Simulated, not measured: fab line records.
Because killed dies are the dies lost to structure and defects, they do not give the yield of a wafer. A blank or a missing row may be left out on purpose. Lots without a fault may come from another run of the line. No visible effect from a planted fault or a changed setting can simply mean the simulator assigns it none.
Struck lot and sound lot, side by side ; flow nand_harc ; 18 out of 1302 route steps
Sound: these wafers, L527.1, L527.5, L527.6. Wafers struck: L533.1, L533.5, L533.6. Last of all comes the cause.
Order at every step that has rows: each side's tool, ch and its chambers, its first start. Under that, the readings that differ: sound wafers ; struck wafers ; difference of the means ; sigmas: that difference in standard deviations of wafers without a fault.
alike: same words and numbers on both sides, and readings whose means sit less than 2 such deviations apart. not compared: any withheld reading, any reading some wafer has no value for, any bound like >300 that may hide the same value, and any number with overlapping values for which the record gives no deviation.
The two part at a step that has a row with sigmas, a row that says differs or no value, or rows on one side only. Numbers that have no deviation but don't overlap get no sigmas and don't part them. A reading missing from all wafers of one side parts the sides only when that side holds two or more wafers.

NHARC_P_ZERO_WELL_CD_MEAS_24 targets a cd of 720 nm.
  sound on cd_sem-02 ch 0, day 3 06:09; struck on cd_sem-03 ch 0, day 5 16:39
  alike: cd_nm
then, 1 step without rows for these wafers: NHARC_P_ZERO_WELL_HARDBAKE_25 (time 80 s).
NHARC_P_ZERO_WELL_DESCUM_26: chemistry O2, time 3 s.
  sound on rie_diel-07 ch 0,1,2, day 3 06:21; struck on rie_diel-07 ch 0,3, day 5 16:56
  alike: drypump_motor_current_A, mfc_ar_sccm, oes_product_au, rf_vpp_V, showerhead_plenum_p_Torr, throttle_valve_pct
  not compared: rf_hours_counter_h
then, 9 steps without rows for these wafers: NHARC_P_ZERO_WELL_IMPLANT_27; NHARC_P_ZERO_WELL_IMPLANT_57; NHARC_P_ZERO_WELL_IMPLANT_58; NHARC_P_ZERO_WELL_STRIP_28 (strips in SPM, time 840 s); NHARC_P_ZERO_WELL_DEHYDRATE_29 (time 120 s); NHARC_P_ZERO_WELL_HMDS_30 (time 30 s); NHARC_P_ZERO_WELL_COAT_31; NHARC_P_ZERO_WELL_SOFTBAKE_32 (time 95 s); NHARC_P_ZERO_WELL_EBR_33.
NHARC_P_ZERO_WELL_EXPOSE_34: exposes mask P PWELL, target cd 720 nm.
  sound on krf_scanner-01 ch 0, day 3 07:31; struck on krf_scanner-04 ch 0, day 5 18:15
reading;sound;struck;difference;sigmas
mask;P_PWELL#0 P_PWELL#0 P_PWELL#0;P_PWELL_R1#0 P_PWELL_R1#0 P_PWELL_R1#0;differs;
then, 2 steps without rows for these wafers: NHARC_P_ZERO_WELL_PEB_35 (peb time 85 s); NHARC_P_ZERO_WELL_DEVELOP_36 (time 70 s).
NHARC_P_ZERO_WELL_CD_MEAS_37 targets a cd of 720 nm.
  sound on cd_sem-01 ch 0, day 3 07:40; struck on cd_sem-03 ch 0, day 5 18:25
reading;sound;struck;difference;sigmas
cd_nm (nm);717.3 718.8 717.8;730.7 730.9 730.0;+12.6;+9
then, 1 step without rows for these wafers: NHARC_P_ZERO_WELL_HARDBAKE_38 (time 80 s).
-- jump in the record: it breaks off in module P_ZERO_WELL and resumes in module END (first step shown: number 1302 of the route), and 23 days separate the struck wafers' starts before and after --
NHARC_END_SORT_01:
  the record has rows for the struck wafers here (prober-01 ch 0, day 28 20:16) and none for the sound ones

WHERE THEY PART
Earliest at NHARC_P_ZERO_WELL_EXPOSE_34; latest, in this record, at NHARC_END_SORT_01.

WHY: whatever the simulator had introduced
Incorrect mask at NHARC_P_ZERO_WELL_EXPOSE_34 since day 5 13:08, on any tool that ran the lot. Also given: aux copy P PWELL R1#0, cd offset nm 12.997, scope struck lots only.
